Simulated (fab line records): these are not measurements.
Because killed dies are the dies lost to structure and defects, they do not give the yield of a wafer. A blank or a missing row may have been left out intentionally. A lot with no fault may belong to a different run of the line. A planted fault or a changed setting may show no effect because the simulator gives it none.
A struck lot beside a sound one :: flow nand-harc :: 38 steps out of a route of 1302
Sound: the wafers L279.2, L279.3, L279.6. The struck wafers were L285.3, L285.5, L285.6. The cause is named last.
Each step with rows lists, per side, the tool, then ch with its chambers, then its first start. Under that, the readings that differ: sound wafers :: struck wafers :: difference of the means :: sigmas: that difference in standard deviations of wafers without a fault.
alike: same words and numbers on both sides, and readings whose means sit less than 2 such deviations apart. not compared: any withheld reading, any reading some wafer has no value for, any bound like >300 that may hide the same value, and any number with overlapping values for which the record gives no deviation.
Wherever a step has rows on one side only, a row that says differs or no value, or a row with sigmas, the two part there. Numbers that don't overlap but have no deviation are shown without sigmas and don't part them. A reading missing from all wafers of one side parts the sides only when that side holds two or more wafers.

first, 10 steps without rows for these wafers: NHARC_A_CHANNEL_HOLE_D2_DEP_00 (deposits aC, target thk 3100 nm); NHARC_A_CHANNEL_HOLE_D2_DEP_01 (deposits SiON, target thk 140 nm); NHARC_A_CHANNEL_HOLE_D2_DEHYDRATE_02 (time 120 s); NHARC_A_CHANNEL_HOLE_D2_HMDS_03 (time 30 s); NHARC_A_CHANNEL_HOLE_D2_COAT_36 (time 75 s); NHARC_A_CHANNEL_HOLE_D2_COAT_37 (time 65 s); NHARC_A_CHANNEL_HOLE_D2_COAT_04 (resist thk 90 nm); NHARC_A_CHANNEL_HOLE_D2_SOFTBAKE_05 (time 55 s); NHARC_A_CHANNEL_HOLE_D2_EBR_06; NHARC_A_CHANNEL_HOLE_D2_EXPOSE_07 (exposes mask HOLE D2, target cd 100 nm).
NHARC_A_CHANNEL_HOLE_D2_PEB_08: peb time 65 s.
  sound on litho-track-06 ch 0, day 13 13:42; struck on litho-track-06 ch 0, day 17 06:38
reading: heater-power-total-W (W)
sound: 157.2 156.0 157.1
struck: 165.0 164.9 164.0
difference: +7.9
sigmas: +19

reading: plate-temp-C (C)
sound: 100.00 100.06 100.06
struck: 103.60 103.52 103.37
difference: +3.46
sigmas: +29
then, 1 step without rows for these wafers: NHARC_A_CHANNEL_HOLE_D2_DEVELOP_09 (develop time 35 s).
NHARC_A_CHANNEL_HOLE_D2_CD_MEAS_10 targets a cd of 100 nm.
  sound on cd-sem-01 ch 0, day 13 13:47; struck on cd-sem-03 ch 0
reading: cd-nm (nm)
sound: 100.0 100.4 100.4
struck: 109.5 110.2 110.9
difference: +9.9
sigmas: +18
  not compared: hold
NHARC_A_CHANNEL_HOLE_D2_OVL_MEAS_11:
  sound on overlay-02, day 13 13:52; struck on overlay-02, day 17 11:36
reading: hold
sound: - - -
struck: await-dispo/4.6h/release await-dispo/4.6h/release await-dispo/4.6h/release
difference: no value on the sound wafers
sigmas: 

reading: overlay-x-nm (nm)
sound: -1.7 -2.0 -1.5
struck: 0.8 0.5 0.5
difference: +2.3
sigmas: +3
  alike: overlay-y-nm
NHARC_A_CHANNEL_HOLE_D2_DESCUM_15: chemistry O2, time 3 s.
  sound on rie-diel-06 ch 0,3, day 13 13:58; struck on rie-diel-06 ch 0,3, day 17 11:43
reading: model.A_CHANNEL_HOLE_D2.cd-nm (nm)
sound: 100.4 100.6 100
struck: 109.1 110.1 110.1
difference: +9.4
sigmas: 
  alike: drypump-motor-current-A, oes-product-au, rf-vpp-V, showerhead-plenum-p-Torr, throttle-valve-pct
  not compared: rf-hours-counter-h
then, 4 steps without rows for these wafers: NHARC_A_CHANNEL_HOLE_D2_ETCH_38 (etches the open film in CF4, target depth 39 nm, time 65 s); NHARC_A_CHANNEL_HOLE_D2_ETCH_39 (etches the open film in N2/H2, target depth 260 nm, time 325 s); NHARC_A_CHANNEL_HOLE_D2_ETCH_34 (etches the open film in CF4/CHF3, target depth 154 nm, time 77 s); NHARC_A_CHANNEL_HOLE_D2_ETCH_16 (etches the open film in O2/COS, target depth 3100 nm, time 806 s).
NHARC_A_CHANNEL_HOLE_D2_CD_MEAS_18:
  sound on cd-sem-01, day 13 15:04; struck on cd-sem-02, day 17 13:00
reading: cd-nm (nm)
sound: 100.5 100.6 96.2
struck: 107.1 109.8 108.3
difference: +9.3
sigmas: +4
  not compared: hold
then, 11 steps without rows for these wafers: NHARC_A_CHANNEL_HOLE_D2_ETCH_20 (etches the open film in C4F8/O2/Ar, time 361.9 s, target depth 1600 nm); NHARC_A_CHANNEL_HOLE_D2_ETCH_21 (etches the open film in C4F8/O2/Ar, time 514.3 s, target depth 1600 nm); NHARC_A_CHANNEL_HOLE_D2_ETCH_22 (etches the open film in C4F8/O2/Ar, time 666.7 s, target depth 1600 nm); NHARC_A_CHANNEL_HOLE_D2_ETCH_23 (etches the open film in C4F8/O2/Ar, time 819 s, target depth 1600 nm); NHARC_A_CHANNEL_HOLE_D2_ETCH_24 (etches the open film in C4F8/O2/Ar, time 906.2 s, target depth 1500 nm); NHARC_A_CHANNEL_HOLE_D2_ETCH_25 (etches the open film in C4F8/O2/Ar, time 1040.2 s, target depth 1500 nm); NHARC_A_CHANNEL_HOLE_D2_ETCH_26 (etches the open film in C4F8/O2/Ar, time 224.1 s, target depth 300 nm); NHARC_A_CHANNEL_HOLE_D2_ETCH_27 (etches the open film in C4F8/O2/Ar, time 90 s, target depth 400 nm); NHARC_A_CHANNEL_HOLE_D2_STRIP_41 (strips in N2/H2); NHARC_A_CHANNEL_HOLE_D2_STRIP_42 (strips in CF4/CHF3); NHARC_A_CHANNEL_HOLE_D2_STRIP_43 (strips in O2/COS).
NHARC_A_CHANNEL_HOLE_D2_ETCH_44: etches the open film in CF4/O2, target depth 140 nm, overetch 14 nm, time 77 s.
  sound on rie-diel-12 ch 0,1,2, day 13 21:54; struck on rie-diel-06 ch 0,1, day 18 07:39
reading: oes-product-au (a.u.)
sound: 0.986 0.984 1.011
struck: 1.019 1.024 1.005
difference: +0.022
sigmas: +2

reading: model.A_CHANNEL_HOLE_D2.cd-nm (nm)
sound: 89.64 88.9 87.71
struck: 98.21 99.97 100.2
difference: +10.71
sigmas: 
  alike: drypump-motor-current-A, oes_f_703_au, rf-vpp-V, showerhead-plenum-p-Torr, throttle-valve-pct
  not compared: rf-hours-counter-h
then, 3 steps without rows for these wafers: NHARC_A_CHANNEL_HOLE_D2_STRIP_28 (strips in O2); NHARC_A_CHANNEL_HOLE_D2_PRECLEAN_29 (cleans in SC1); NHARC_A_CHANNEL_HOLE_D2_SRD_30.
NHARC_A_CHANNEL_HOLE_D2_CD_MEAS_31:
  sound on cd-sem-03, day 13 22:41; struck on cd-sem-03, day 18 08:45
reading: cd-nm (nm)
sound: 89.3 88.5 87.2
struck: 98.7 100.5 100.0
difference: +11.4
sigmas: +9
  not compared: hold
NHARC_A_CHANNEL_HOLE_D2_XSEM_32:
  sound on xsem-01 ch 0, day 13 22:46; struck on xsem-01 ch 0, day 18 13:56
reading: hold
sound: - - -
struck: await-dispo/5.1h/release await-dispo/5.1h/release await-dispo/5.1h/release
difference: no value on the sound wafers
sigmas: 

reading: bot-cd-nm (nm)
sound: 73.2 71.7 70.2
struck: 83.3 84.7 83.9
difference: +12.3
sigmas: +8

reading: bow-nm (nm)
sound: 9.00 9.02 9.09
struck: 8.14 8.21 8.17
difference: -0.86
sigmas: -3
  alike: tilt-deg
-- break in the record here, with 12 days between the starts of the struck wafers on either side (left off in module A_CHANNEL_HOLE_D2, picked up again in module END, where the first step shown is number 1301 on the route) --
NHARC_END_WLT_00:
  sound on prober-01, day 24 16:52; struck on prober-02, day 30 23:38
reading: VT_DECK1_MIDDLE
sound: 0.889 0.887 0.898
struck: 0.875 0.874 0.877
difference: -0.016
sigmas: -3

reading: VT_DECK1_TOP
sound: 0.904 0.895 0.900
struck: 0.884 0.877 0.890
difference: -0.016
sigmas: -2

reading: VT_DECK1_TOP_INNER
sound: 0.907 0.902 0.904
struck: 0.888 0.885 0.884
difference: -0.019
sigmas: -3

reading: VT_DECK2_BOTTOM
sound: 0.868 0.876 0.862
struck: 0.901 0.914 0.902
difference: +0.037
sigmas: +5

reading: VT_DECK2_BOTTOM_INNER
sound: 0.870 0.867 0.867
struck: 0.900 0.911 0.907
difference: +0.038
sigmas: +6

reading: VT_DECK2_MEDIAN_NEAR_BOTTOM
sound: 0.864 0.875 0.868
struck: 0.905 0.905 0.907
difference: +0.037
sigmas: +5

reading: VT_DECK2_MEDIAN_NEAR_BOTTOM_INNER
sound: 0.877 0.868 0.861
struck: 0.901 0.921 0.907
difference: +0.041
sigmas: +6

reading: VT_DECK2_MIDDLE
sound: 0.884 0.880 0.884
struck: 0.916 0.921 0.920
difference: +0.036
sigmas: +6

reading: VT_DECK2_MIDDLE_INNER
sound: 0.887 0.880 0.884
struck: 0.918 0.920 0.907
difference: +0.031
sigmas: +5

reading: VT_DECK2_TOP
sound: 0.888 0.893 0.896
struck: 0.917 0.931 0.932
difference: +0.034
sigmas: +6

reading: VT_DECK2_TOP_INNER
sound: 0.892 0.890 0.905
struck: 0.926 0.925 0.930
difference: +0.031
sigmas: +5
  alike: VT_DECK1_BOTTOM, VT_DECK1_BOTTOM_INNER, VT_DECK1_MEDIAN_NEAR_BOTTOM, VT_DECK1_MEDIAN_NEAR_BOTTOM_INNER, VT_DECK1_MIDDLE_INNER

## WHERE THEY PART
At NHARC_A_CHANNEL_HOLE_D2_PEB_08 first; at NHARC_END_WLT_00 last (within this record only).

WHY: what the simulator had put in
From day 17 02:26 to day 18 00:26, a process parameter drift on litho-track-06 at NHARC_A_CHANNEL_HOLE_D2_PEB_08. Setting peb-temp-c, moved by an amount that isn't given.
